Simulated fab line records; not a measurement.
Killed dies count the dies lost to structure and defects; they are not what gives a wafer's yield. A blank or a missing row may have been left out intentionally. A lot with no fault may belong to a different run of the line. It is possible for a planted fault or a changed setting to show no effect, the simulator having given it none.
Chamber matching	flow n5Finfet	cvdCo-02 running N5_BEOL_M5_PRE_CLEAN_77: 3 sister chambers
The step time 15 s. 6 wafers are shown with their chamber, then 12 later ones without.

## WAFERS, EACH WITH ITS CHAMBER
wafer	chamber	heaterPowerW (W)
L084.4	1	87
L084.5	0	76
L086.1	1	85
L091.1	0	77
L091.3	2	81
L091.4	2	82

## WAFERS MISSING THEIR CHAMBER
wafer	heaterPowerW (W)
L093.1	88
L093.5	76
L093.6	87
L094.2	75
L094.3	88
L094.5	74
L095.1	87
L095.2	76
L095.4	90
L096.2	73
L096.3	88
L096.4	88

## CHAMBER TAKEN BY EACH
wafer	from the rows above	in truth
L093.1	1	1
L093.5	0	0
L093.6	1	1
L094.2	0	0
L094.3	1	1
L094.5	0	0
L095.1	1	1
L095.2	0	0
L095.4	1	1
L096.2	0	0
L096.3	1	1
L096.4	1	1
Placed correctly: 12 of 12. Left unplaced by these rows: 0. 0 placed wrongly.
How it was worked out, from the rows above alone: a wafer's distance from a chamber is the root of the sum, over the readings, of the square of ((its reading less the chamber's mean) divided by the reading's scatter). If the next closest chamber is less than 2 further off than the closest, the wafer can't be placed; otherwise it belongs to the closest. A chamber's mean is the mean of its shown wafers. The scatter: take each reading less its chamber's mean, square it, sum over the shown wafers, divide by the number of wafers less the number of chambers, and take the root.
